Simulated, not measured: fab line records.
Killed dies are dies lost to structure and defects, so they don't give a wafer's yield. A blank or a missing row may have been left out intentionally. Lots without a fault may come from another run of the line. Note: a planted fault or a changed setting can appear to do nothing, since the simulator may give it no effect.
fab line records	flow n5-finfet
[record] lots = 4	wafers = 11	last-day = 19
route steps=1938 shown BEOL_M4@1099 BEOL_M5@1112 BEOL_M8@1354 PASSIVATION@1936
lots that met no fault: taken from a fault-free run of the same line
start-h: start of the lot's first displayed wafer, in hours after the record's first day	wait-h: hours elapsed since this lot's preceding step	" the same as in the row above	L1.1+2: a row that stands for several wafers	- no value present, or no start provided	* or withheld: withheld	< > ~ a bound
route shown NAME@n: NAME is a module with steps in the file, n the number in the route of the first one	usual: mean and standard deviation over wafers with no fault	same: alike in all rows	chamber/n: place in a boat	sites: per-site readings	_std_site: their standard deviation	_edge_site: the outer-site mean with the inner-site mean subtracted	radius-mm: for every site, how far away it sits from the centre of the wafer	mask NAME#n: copy n	behind: the tool/chamber that last shaped the wafer	hold: why the lot was held/for how many hours/how that ended	device: transistor that didn't switch, given as n, p or np	end of line: at the end of the route, the tests of the same wafers	step lacking rows: just its recipe	killed: the dies lost at the first sort to structure and to defects; this is not the yield of the wafer	map: dies across one wafer; x = killed, . = not, _ = none there
set.NAME: setting as actually run; set.NAME@STEP: the setting as run at that earlier step	model.NAME: the simulator's own value behind a step, which no gauge read
lots seen at some steps along the route; tables by step, rows by wafer
services: a tool's chamber out of use, with start hour (start-h, from the record's first day; less than 0 if before it), hours out, and reason
[[steps]]
[step N5_BEOL_M4_ANNEAL_95]
[recipe] temp-c = 400	time-s = 240	ambient = vacuum
[step N5_BEOL_M4_SPUTTER_96]
[recipe] material = Cu	target-thk-a = 45	temp-c = -20	chamber-pressure-pa = 0.07	power-w = withheld	time-s = 8.29
[step N5_BEOL_M4_ECD_50]
[recipe] material = Cu	target-thk-a = 3000
[step N5_BEOL_M4_ANNEAL_51]
[recipe] temp-c = 225	time-s = 90	ambient = N2
[step N5_BEOL_M4_CMP_52]
[recipe] stop-on = SiOC	t-overpolish-s = 6.8	down-force-psi = 1	platen-rpm = 50	clearing-platen-down-force-psi = 1.5	clearing-platen-rpm = 50	post-cmp-clean = cu-alkaline	target-thk-nm = 40	clearing-platen-pad-velocity-m-s = 0.99484	pad-velocity-m-s = 0.99484
[step N5_BEOL_M4_PRE_CLEAN_60]
[recipe] gas = NH3/H2	time-s = 15	temp-c = *	rf-power-w = 300
[step N5_BEOL_M4_CO_CAP_55]
[recipe] material = Co	target-thk-a = 20	temp-c = 200	precursor = CCTBA/H2	pressure-torr = 30	time-s = 102.1
[step N5_BEOL_M4_PRE_CLEAN_56]
[recipe] gas = NH3	time-s = 15	temp-c = withheld	rf-power-w = 300
[step N5_BEOL_M4_DEP_57]
[recipe] material = SiCN	target-thk-a = 80	temp-c = withheld	precursor = 3MS/NH3	pressure-torr = 3	rf-w = 202	time-s = 14
[step N5_BEOL_M4_RC_MEAS_101]
[usual] DIBL_N = 36.4/2.2	DIBL_P = 36.3/2.5	IOFF_N = 0.17/0.052	IOFF_P = 0.23/0.049	ION_N = 674/17	ION_P = 464/11	SS_N = 71.7/0.98	SS_P = 73.3/0.84	VT_N = 250/4	VT_P = -249/3.8
lot.wafer	tool	chamber	start-h	wait-h	DIBL_N[mV/V]	DIBL_P[mV/V]	IOFF_N[nA/um]	IOFF_P[nA/um]	ION_N[uA/um]	ION_P[uA/um]	SS_N[mV/dec]	SS_P[mV/dec]	VT_N[mV]	VT_P[mV]
L910.3	prober-01	0	322.15	0.3	34.0	33.9	0.12	0.18	669	465	70.6	73.1	255	-248
L910.5	"	0	"	"	34.6	34.0	0.13	0.17	677	464	70.9	73.3	253	-250
L910.6	"	0	"	"	42.9	38.9	0.49	0.29	666	452	78.0	74.8	246	-245
L912.1	prober-02	0	323.58	0.0	36.0	35.7	0.14	0.18	660	451	71.6	73.3	252	-250
L912.2	"	0	"	"	36.3	36.6	0.14	0.20	664	456	71.7	73.1	252	-254
L912.6	"	0	"	"	35.0	35.0	0.13	0.18	673	460	70.7	72.7	250	-255
L914.3	prober-01	0	326.68	0.3	34.3	34.1	0.14	0.18	657	455	71.7	72.6	250	-248
L914.4	"	0	"	"	36.2	37.5	0.18	0.24	682	471	70.9	72.9	243	-247
L914.6	"	0	"	"	36.1	37.1	0.17	0.22	681	469	71.4	73.1	248	-248
L917.2	prober-01	0	349.62	0.9	37.3	37.8	0.17	0.24	683	472	71.9	73.3	250	-249
L917.6	"	0	"	"	33.2	32.8	0.11	0.17	648	457	71.4	71.8	254	-253
[step N5_BEOL_M5_ILD_DEP_00]
[recipe] material = SiCOH_lowk	target-thk-a = 1406.4	temp-c = 300	precursor = DEMS/porogen	pressure-torr = 5	rf-w = 500	time-s = 25.9
[step N5_BEOL_M5_CURE_79]
[recipe] temp-c = 385	time-s = 240	ambient = He/Ar	material = SiCOH_lowk
[step N5_BEOL_M5_PECVD_70]
[recipe] material = SiO2	target-thk-a = 160	temp-c = 400	precursor = TEOS/O2	pressure-torr = 5.5	rf-w = 450	teos-flow-sccm = 53.8	gas = O2	flow-sccm = 3000	time-s = 18
[step N5_BEOL_M5_HM_DEP_02]
[recipe] material = TiN	target-thk-a = 200	temp-c = 25	chamber-pressure-pa = 0.49996
[step N5_BEOL_M5_COAT_59]
[recipe] resist = SOC	temp-c = 250	time-s = 60	spin-rpm = 1500	resist-thk-nm = 60
[step N5_BEOL_M5_COAT_60]
[recipe] resist = SiARC	temp-c = 220	time-s = 60	spin-rpm = 1500	resist-thk-nm = 12
[step N5_BEOL_M5_COAT_71]
[recipe] resist = underlayer	temp-c = 205	time-s = 60	spin-rpm = 1500	resist-thk-nm = 5
[step N5_BEOL_M5_COAT_05]
[recipe] resist = CAR-EUV	spin-rpm = 1500	resist-thk-nm = 30
[step N5_BEOL_M5_EBR_07]
[recipe] solvent = PGMEA	ebr-width-mm = 1.5
[step N5_BEOL_M5_SOFTBAKE_06]
[recipe] temp-c = 110	time-s = 60	resist = CAR-EUV
[step N5_BEOL_M5_EXPOSE_08]
[recipe] mask-id = M5	na = 0.33	source-shape = annular	sigma-inner = 0.4	sigma-outer = 0.8	polarization = unpolarized	target-cd-nm = 28	dose-mj = 35.75
[step N5_BEOL_M5_PEB_09]
[recipe] peb-temp-c = 100	peb-time-s = 60	resist = CAR-EUV
[step N5_BEOL_M5_DEVELOP_10]
[recipe] develop-time-s = 30	developer = TMAH	resist = CAR-EUV	rinse-liquid = surfactant-rinse	dry = air-spin	dev-temp-c = 23
[step N5_BEOL_M5_DESCUM_16]
[recipe] chemistry = O2	time-s = 7	source-power-w = 50	bias-power-w = 20	pressure-mtorr = 20	rf-frequency-hz = 2.712e+07	temp-c = 40	resist = CAR-EUV	o2-flow-sccm = 225
[step N5_BEOL_M5_ETCH_72]
[recipe] chemistry = N2/H2	target = underlayer	target-depth-a = 65	mask-material = CAR-EUV	time-s = 5.2	ion-energy-ev = 200	pressure-mtorr = 30	source-w = 840	bias-w = 150	n2-flow-sccm = 200	h2-flow-sccm = 200	ends = cleared
[step N5_BEOL_M5_ETCH_61]
[recipe] chemistry = CF4	target = SiARC	target-depth-a = 156	mask-material = CAR-EUV	time-s = 26	ion-energy-ev = 80	pressure-mtorr = 40	source-w = 545	bias-w = 36	Ar_flow_sccm = 100	cf4-flow-sccm = 100	ends = cleared
[step N5_BEOL_M5_ETCH_62]
[recipe] chemistry = N2/H2	target = SOC	target-depth-a = 750	overetch-a = 150	mask-material = SiARC	temp-c = 40	time-s = 112.5	ion-energy-ev = 200	pressure-mtorr = 30	source-w = 840	bias-w = 150	n2-flow-sccm = 200	h2-flow-sccm = 200
[step N5_BEOL_M5_STRIP_63]
[recipe] chemistry = N2/H2	temp-c = 40	n2-flow-sccm = 200	h2-flow-sccm = 200	rf-frequency-hz = 6e+07
[step N5_BEOL_M5_STRIP_73]
[recipe] chemistry = N2/H2	temp-c = 40	n2-flow-sccm = 200	h2-flow-sccm = 200	rf-frequency-hz = 6e+07
[step N5_BEOL_M5_STRIP_64]
[recipe] chemistry = CF4	resist = SiARC	power-w = 300	bias-power-w = 75	pressure-mtorr = 50	cf4-flow-sccm = 150	rf-frequency-hz = 6e+07
[step N5_BEOL_M5_HM_OPEN_17]
[recipe] chemistry = Cl2/BCl3	target-depth-a = 200	overetch-a = 60	target = TiN	mask-material = SOC	ion-energy-ev = 150	pressure-mtorr = 10	icp-w = 1000	bias-w = 126	Cl2_flow_sccm = 53.25	bcl3-flow-sccm = 21.75	Ar_flow_sccm = 25
[step N5_BEOL_M5_STRIP_19]
[recipe] chemistry = O2	power-w = 400	temp-c = 40	pressure-mtorr = 30	rf-frequency-hz = 6e+07	bias-power-w = 0	overash-fraction = 0.2	o2-flow-sccm = 225
[step N5_BEOL_M5_COAT_65]
[recipe] resist = SOC	temp-c = 250	time-s = 60	spin-rpm = 1500	resist-thk-nm = 60
[step N5_BEOL_M5_COAT_66]
[recipe] resist = SiARC	temp-c = 220	time-s = 60	spin-rpm = 1500	resist-thk-nm = 12
[step N5_BEOL_M8_STRIP_19]
[recipe] chemistry = O2	power-w = 400	temp-c = 40	pressure-mtorr = 30	rf-frequency-hz = 6e+07	bias-power-w = 0	overash-fraction = 0.2	o2-flow-sccm = 225
[usual] bias-power-w = 0/0	chamber-pressure-mTorr = 30.00/0.034	drypump-motor-current-A = 5.6/0.47	oes-product-au = 0.82/0.087	rf-vpp-V = 3.7/0.59	showerhead-plenum-p-Torr = 2.11/0.069	throttle-valve-pct = 16.68/0.25
lot.wafer	tool	chamber	start-h	wait-h	bias-power-w	chamber-pressure-mTorr	drypump-motor-current-A	oes-product-au	rf-hours-counter-h	rf-vpp-V	showerhead-plenum-p-Torr	throttle-valve-pct	model.SOC_of_BEOL_M8_COAT_59.thk-nm
L910.3	rie-diel-03	2	352.74	0.1	-	-	-	-	-	-	-	-	92
L910.5	"	3	"	"	-	-	-	-	-	-	-	-	92.4
L910.6	"	0	"	"	-	-	-	-	-	-	-	-	92
L914.3	rie-diel-04	3	362.55	0.6	0	29.95	6.0	0.83	82	3.3	2.12	16.76	0
L914.4	"	1	"	"	0	29.99	5.7	0.71	244	2.6	2.04	16.81	0
L914.6	"	3	"	"	0	30.05	6.0	0.82	-	4.2	2.12	16.76	0
L912.1	rie-diel-04	3	362.59	0.4	-	-	-	-	-	-	-	-	92.2
L912.2	"	0	"	"	-	-	-	-	-	-	-	-	92.6
L912.6	"	3	"	"	-	-	-	-	-	-	-	-	92.6
L917.2	rie-diel-04	3	384.02	0.1	0	30.02	6.0	0.83	89	3.6	2.12	16.80	0
L917.6	"	3	"	"	0	30.05	6.0	0.83	-	3.6	2.12	16.74	0
[step N5_BEOL_M8_ETCH_66]
[recipe] chemistry = N2/H2	target = SOC	target-depth-a = 800	overetch-a = 160	mask-material = SiARC	temp-c = 40	time-s = 120	ion-energy-ev = 200	pressure-mtorr = 30	source-w = 840	bias-w = 150	n2-flow-sccm = 200	h2-flow-sccm = 200
[usual] drypump-motor-current-A = 5.5/0.47	oes-product-au = 0.62/0.065	rf-vpp-V = 524.4/2.8	showerhead-plenum-p-Torr = 2.56/0.094	throttle-valve-pct = 17.74/0.21
lot.wafer	tool	chamber	start-h	wait-h	drypump-motor-current-A	oes-product-au	rf-hours-counter-h	rf-vpp-V	showerhead-plenum-p-Torr	throttle-valve-pct	model.etch.depth-nm
L910.3	rie-diel-03	3	355.88	0.0	4.9	0.84	67	526.8	2.68	17.70	96.7
L910.5	"	3	"	"	4.9	0.83	-	529.8	2.68	17.69	95.98
L910.6	"	2	"	"	5.2	0.69	-	519.7	2.39	18.02	97.65
L914.3	rie-diel-03	2	363.43	0.0	5.2	0.52	245	520.2	2.39	17.99	59.88
L914.4	"	2	"	"	5.2	0.52	-	519.9	2.39	18.00	59.72
L914.6	"	3	"	"	4.8	0.63	-	529.0	2.68	17.67	59.78
L912.1	rie-diel-02	1	365.68	0.0	5.4	0.87	54	523.6	2.50	18.02	95.52
L912.2	"	2	"	"	5.2	0.72	193	525.7	2.61	17.70	97.03
L912.6	"	2	"	"	5.2	0.71	-	526.4	2.61	17.72	95.93
L917.2	rie-diel-04	2	385.99	0.0	6.2	0.63	73	527.6	2.68	17.68	59.58
L917.6	"	0	"	"	5.8	0.69	-	526.1	2.62	17.62	59.89
[step N5_BEOL_M8_VIA_ETCH_34]
[recipe] chemistry = C4F6/O2	target = SiCOH_lowk	target-depth-a = 1255	mask-material = SOC	taper-deg = 4	time-s = 50.5	ion-energy-ev = 250	pressure-mtorr = 30	source-w = 345	bias-w = 185	Ar_flow_sccm = 300	C4F6_flow_sccm = 10	O2_flow_sccm = 10
[usual] drypump-motor-current-A = 5.5/0.47	oes-product-au = 0.81/0.088	rf-vpp-V = 670/18	showerhead-plenum-p-Torr = 2.86/0.096	throttle-valve-pct = 20.86/0.25
lot.wafer	tool	chamber	start-h	wait-h	drypump-motor-current-A	oes-product-au	rf-hours-counter-h	rf-vpp-V	showerhead-plenum-p-Torr	throttle-valve-pct
L910.3	rie-diel-03	3	355.98	0.0	4.9	0.31	67	705	3.01	20.65
L910.5	"	3	"	"	4.9	0.31	-	705	3.01	20.65
L910.6	"	2	"	"	5.2	0.26	-	668	2.70	21.11
L914.3	rie-diel-03	2	363.53	0.0	5.2	0.67	245	668	2.70	21.25
L914.4	"	2	"	"	5.2	0.67	-	666	2.70	21.26
L914.6	"	3	"	"	4.9	0.83	-	705	3.01	20.80
L912.1	rie-diel-02	1	365.78	0.0	5.5	0.33	54	669	2.79	20.86
L912.2	"	2	"	"	5.2	0.27	193	655	2.92	20.57
L912.6	"	2	"	"	5.2	0.27	-	654	2.93	20.54
L917.2	rie-diel-04	2	386.09	0.0	6.2	0.83	73	662	3.00	20.82
L917.6	"	0	"	"	5.8	0.93	-	644	2.89	20.46
[step N5_PASSIVATION_PROBE_49]
[usual] defect-limited-yield = 91.2/1.4	killed_at_M0_to_M3 = 34/9.3	killed_at_M4_up = 14/5.9	killed-at-contacts = 14/5.7	killed-at-front-end = 38/10	killed-at-other = 4/3.2	killed-dies = 104/17	killed-on-rim = 14/4	killed-open = 67/13	killed-short = 33/6.9	sort_bin_5_function = 5.2/1	sort_bin_6_memory = 3.3/0.61	sort-n-pass = 1069/52	sort-yield-pct = 91/4.4
[same] gross-dies = 1180	killed-at-back-side = 0	sort_bin_4_leakage[%] = 0	sort_bin_8_speed[%] = 0
lot.wafer	tool	chamber	start-h	wait-h	defect-limited-yield[%]	killed_at_M0_to_M3	killed_at_M4_up	killed-at-contacts	killed-at-front-end	killed-at-other	killed-dies	killed-on-rim	killed-open	killed-short	sort_bin_5_function[%]	sort_bin_6_memory[%]	sort-n-pass	sort-yield-pct[%]
L910.3	prober-02	-	428.46	0.1	0	38	1050	17	69	6	1180	152	84	40	96.2	3.6	0	0
L910.5	prober-02	-	428.56	0.2	0	31	1073	8	64	4	1180	152	75	37	95.5	4.1	0	0
L910.6	prober-02	-	428.61	0.3	0	37	1073	12	56	2	1180	152	68	52	94.8	4.4	0	0
L912.1	prober-01	-	431.57	0.0	0	35	1100	10	25	10	1180	152	63	29	96.6	2.9	0	0
L912.2	prober-01	-	431.62	0.1	0	24	1121	7	27	1	1180	152	50	31	96.7	2.8	0	0
L912.6	prober-01	-	431.82	0.3	0	33	1104	12	28	3	1180	152	61	23	96.4	3.0	0	0
L917.2	prober-01	-	461.59	0.7	90.0	43	14	13	41	7	118	23	81	37	6.3	3.5	1062	90
L917.6	prober-01	-	461.79	0.9	90.8	53	12	5	37	2	109	14	70	33	5.8	3.0	1071	91
// killed by level:class
L910.3 BEOL_M8:area-etch=1033 STI_FIN_REVEAL:geometric-particle:open=26 BEOL_M8:plasma-strip-residue=14 BEOL_M0_SAQP:geometric-particle:short=12 BEOL_M0_SAQP:geometric-particle:open=10 FIN_SAQP:geometric-particle:open=8 BEOL_M2:geometric-particle:open=8 MOL_CONTACT_COAG:area-etch=8
L910.5 BEOL_M8:area-etch=1057 STI_FIN_REVEAL:geometric-particle:open=19 FIN_SAQP:geometric-particle:short=9 BEOL_M8:plasma-strip-residue=9 STI_FIN_REVEAL:geometric-particle:short=8 BEOL_M1:geometric-particle:open=8 BEOL_M2:geometric-particle:open=8 FIN_SAQP:geometric-particle:open=6
L910.6 BEOL_M8:area-etch=1046 STI_FIN_REVEAL:geometric-particle:open=21 BEOL_M0_SAQP:geometric-particle:short=13 FIN_SAQP:geometric-particle:short=12 BEOL_M8:plasma-strip-residue=12 GATE_CUT:geometric-particle:short=11 BEOL_M0_SAQP:geometric-particle:open=9 MOL_CONTACT_COAG:geometric-particle:open=8
L912.1 BEOL_M8:area-etch=1080 BEOL_M3:geometric-particle:open=11 BEOL_M2:geometric-particle:open=10 MOL_CONTACT_COAG:geometric-particle:open=8 BEOL_M4:geometric-particle:open=6 BEOL_M8:plasma-strip-residue=6 GATE_CUT:geometric-particle:short=5 BEOL_M1:geometric-particle:open=5
L912.2 BEOL_M8:area-etch=1085 BEOL_M8:plasma-strip-residue=13 MOL_CONTACT_COAG:geometric-particle:open=7 STI_FIN_REVEAL:geometric-particle:open=6 BEOL_M0_SAQP:geometric-particle:short=6 BEOL_M3:geometric-particle:open=6 BEOL_M4:geometric-particle:open=6 FIN_SAQP:geometric-particle:short=5
L912.6 BEOL_M8:area-etch=1075 BEOL_M8:plasma-strip-residue=15 BEOL_M3:geometric-particle:open=13 MOL_CONTACT_COAG:geometric-particle:open=8 BEOL_M4:geometric-particle:open=7 BEOL_M0_SAQP:geometric-particle:short=5 BEOL_M1:geometric-particle:open=5 BEOL_M3:geometric-particle:short=4
L917.2 FIN_SAQP:geometric-particle:open=16 BEOL_M3:geometric-particle:open=13 MOL_CONTACT_COAG:geometric-particle:open=9 BEOL_M0_SAQP:geometric-particle:open=9 BEOL_M0_SAQP:geometric-particle:short=8 FIN_SAQP:geometric-particle:short=6 BEOL_M2:geometric-particle:open=5 STI_FIN_REVEAL:geometric-particle:open=4
L917.6 BEOL_M3:geometric-particle:open=16 BEOL_M0_SAQP:geometric-particle:open=14 BEOL_M0_SAQP:geometric-particle:short=11 BEOL_M4:geometric-particle:open=7 MOL_CONTACT_COAG:geometric-particle:open=5 FIN_SAQP:geometric-particle:short=4 FIN_SAQP:geometric-particle:open=4 ILD0:geometric-particle:short=4
// map L910.3 (x killed, . not)
_________________xxxxxxxxxxxx________________
______________xxxxxxxxxxxxxxxxxx_____________
___________xxxxxxxxxxxxxxxxxxxxxxxx__________
__________xxxxxxxxxxxxxxxxxxxxxxxxxx_________
________xxxxxxxxxxxxxxxxxxxxxxxxxxxxxx_______
_______xxxxxxxxxxxxxxxxxxxxxxxxxxxxxxxx______
______xxxxxxxxxxxxxxxxxxxxxxxxxxxxxxxxxx_____
_____xxxxxxxxxxxxxxxxxxxxxxxxxxxxxxxxxxxx____
____xxxxxxxxxxxxxxxxxxxxxxxxxxxxxxxxxxxxxx___
___xxxxxxxxxxxxxxxxxxxxxxxxxxxxxxxxxxxxxxxx__
___xxxxxxxxxxxxxxxxxxxxxxxxxxxxxxxxxxxxxxxx__
__xxxxxxxxxxxxxxxxxxxxxxxxxxxxxxxxxxxxxxxxxx_
__xxxxxxxxxxxxxxxxxxxxxxxxxxxxxxxxxxxxxxxxxx_
_xxxxxxxxxxxxxxxxxxxxxxxxxxxxxxxxxxxxxxxxxxxx
_xxxxxxxxxxxxxxxxxxxxxxxxxxxxxxxxxxxxxxxxxxxx
_xxxxxxxxxxxxxxxxxxxxxxxxxxxxxxxxxxxxxxxxxxxx
_xxxxxxxxxxxxxxxxxxxxxxxxxxxxxxxxxxxxxxxxxxxx
_xxxxxxxxxxxxxxxxxxxxxxxxxxxxxxxxxxxxxxxxxxxx
_xxxxxxxxxxxxxxxxxxxxxxxxxxxxxxxxxxxxxxxxxxxx
_xxxxxxxxxxxxxxxxxxxxxxxxxxxxxxxxxxxxxxxxxxxx
_xxxxxxxxxxxxxxxxxxxxxxxxxxxxxxxxxxxxxxxxxxxx
__xxxxxxxxxxxxxxxxxxxxxxxxxxxxxxxxxxxxxxxxxx_
__xxxxxxxxxxxxxxxxxxxxxxxxxxxxxxxxxxxxxxxxxx_
___xxxxxxxxxxxxxxxxxxxxxxxxxxxxxxxxxxxxxxxx__
___xxxxxxxxxxxxxxxxxxxxxxxxxxxxxxxxxxxxxxxx__
____xxxxxxxxxxxxxxxxxxxxxxxxxxxxxxxxxxxxxx___
_____xxxxxxxxxxxxxxxxxxxxxxxxxxxxxxxxxxxx____
______xxxxxxxxxxxxxxxxxxxxxxxxxxxxxxxxxx_____
_______xxxxxxxxxxxxxxxxxxxxxxxxxxxxxxxx______
________xxxxxxxxxxxxxxxxxxxxxxxxxxxxxx_______
__________xxxxxxxxxxxxxxxxxxxxxxxxxx_________
___________xxxxxxxxxxxxxxxxxxxxxxxx__________
______________xxxxxxxxxxxxxxxxxx_____________
_________________xxxxxxxxxxxx________________
// map L912.1 (x killed, . not)
_________________xxxxxxxxxxxx________________
______________xxxxxxxxxxxxxxxxxx_____________
___________xxxxxxxxxxxxxxxxxxxxxxxx__________
__________xxxxxxxxxxxxxxxxxxxxxxxxxx_________
________xxxxxxxxxxxxxxxxxxxxxxxxxxxxxx_______
_______xxxxxxxxxxxxxxxxxxxxxxxxxxxxxxxx______
______xxxxxxxxxxxxxxxxxxxxxxxxxxxxxxxxxx_____
_____xxxxxxxxxxxxxxxxxxxxxxxxxxxxxxxxxxxx____
____xxxxxxxxxxxxxxxxxxxxxxxxxxxxxxxxxxxxxx___
___xxxxxxxxxxxxxxxxxxxxxxxxxxxxxxxxxxxxxxxx__
___xxxxxxxxxxxxxxxxxxxxxxxxxxxxxxxxxxxxxxxx__
__xxxxxxxxxxxxxxxxxxxxxxxxxxxxxxxxxxxxxxxxxx_
__xxxxxxxxxxxxxxxxxxxxxxxxxxxxxxxxxxxxxxxxxx_
_xxxxxxxxxxxxxxxxxxxxxxxxxxxxxxxxxxxxxxxxxxxx
_xxxxxxxxxxxxxxxxxxxxxxxxxxxxxxxxxxxxxxxxxxxx
_xxxxxxxxxxxxxxxxxxxxxxxxxxxxxxxxxxxxxxxxxxxx
_xxxxxxxxxxxxxxxxxxxxxxxxxxxxxxxxxxxxxxxxxxxx
_xxxxxxxxxxxxxxxxxxxxxxxxxxxxxxxxxxxxxxxxxxxx
_xxxxxxxxxxxxxxxxxxxxxxxxxxxxxxxxxxxxxxxxxxxx
_xxxxxxxxxxxxxxxxxxxxxxxxxxxxxxxxxxxxxxxxxxxx
_xxxxxxxxxxxxxxxxxxxxxxxxxxxxxxxxxxxxxxxxxxxx
__xxxxxxxxxxxxxxxxxxxxxxxxxxxxxxxxxxxxxxxxxx_
__xxxxxxxxxxxxxxxxxxxxxxxxxxxxxxxxxxxxxxxxxx_
___xxxxxxxxxxxxxxxxxxxxxxxxxxxxxxxxxxxxxxxx__
___xxxxxxxxxxxxxxxxxxxxxxxxxxxxxxxxxxxxxxxx__
____xxxxxxxxxxxxxxxxxxxxxxxxxxxxxxxxxxxxxx___
_____xxxxxxxxxxxxxxxxxxxxxxxxxxxxxxxxxxxx____
______xxxxxxxxxxxxxxxxxxxxxxxxxxxxxxxxxx_____
_______xxxxxxxxxxxxxxxxxxxxxxxxxxxxxxxx______
________xxxxxxxxxxxxxxxxxxxxxxxxxxxxxx_______
__________xxxxxxxxxxxxxxxxxxxxxxxxxx_________
___________xxxxxxxxxxxxxxxxxxxxxxxx__________
______________xxxxxxxxxxxxxxxxxx_____________
_________________xxxxxxxxxxxx________________
[[services]]
tool	chamber	start-h	hours	kind
rie-diel-02	3	333.88	28.2	repair
rie-diel-03	1	359.08	5.1	repair
rie-diel-03	2	376.64	-	clean
rie-diel-03	2	376.64	-	consumable-replace:focus-ring
rie-diel-03	2	376.64	-	consumable-replace:showerhead
rie-diel-03	2	376.64	19.1	scheduled-down
rie-diel-03	2	376.64	19.1	vent-cycle
rie-diel-04	1	382.68	-	clean
rie-diel-04	1	382.68	-	consumable-replace:focus-ring
rie-diel-04	1	382.68	23.1	scheduled-down
rie-diel-04	1	382.68	23.1	vent-cycle
[[key]]
[first-sign] step = N5_BEOL_M8_STRIP_19	reading = tool-record	direction = missing
[effect] step = N5_BEOL_M8_VIA_ETCH_34	reading = oes-product-au	direction = down	sigmas = 6	usual = 0.81	struck = 0.29
[effect] step = N5_PASSIVATION_PROBE_49	reading = killed_at_M4_up	direction = up	sigmas = 99+	usual = 14	struck = 1087
[model-effect] step = N5_BEOL_M8_STRIP_19	value = SOC_of_BEOL_M8_COAT_59.thk-nm	without = 0	struck = 92.3
[model-effect] step = N5_BEOL_M8_ETCH_66	value = etch.depth-nm	without = 60.03	struck = 96.47
[more-kills-born-at] N5_BEOL_M8_ETCH_66@rie-diel-02 = 3240	N5_BEOL_M8_ETCH_66@rie-diel-03 = 3136
met-at N5_BEOL_M8_STRIP_19
struck-wafers L910.3,L910.5,L910.6,L912.1,L912.2,L912.6
later-rows-left-out L910.3,L910.5,L910.6,L912.1,L912.2,L912.6
[fault] kind = skipped-step-whole	tool = rie-diel-03,rie-diel-04	chamber = -	onset-h = 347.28	steps = N5_BEOL_M8_STRIP_19	scope = struck-lots-only
// later-rows-left-out: the simulator's readings of these wafers behind a module that went badly wrong aren't trusted and aren't shown, but for the sort
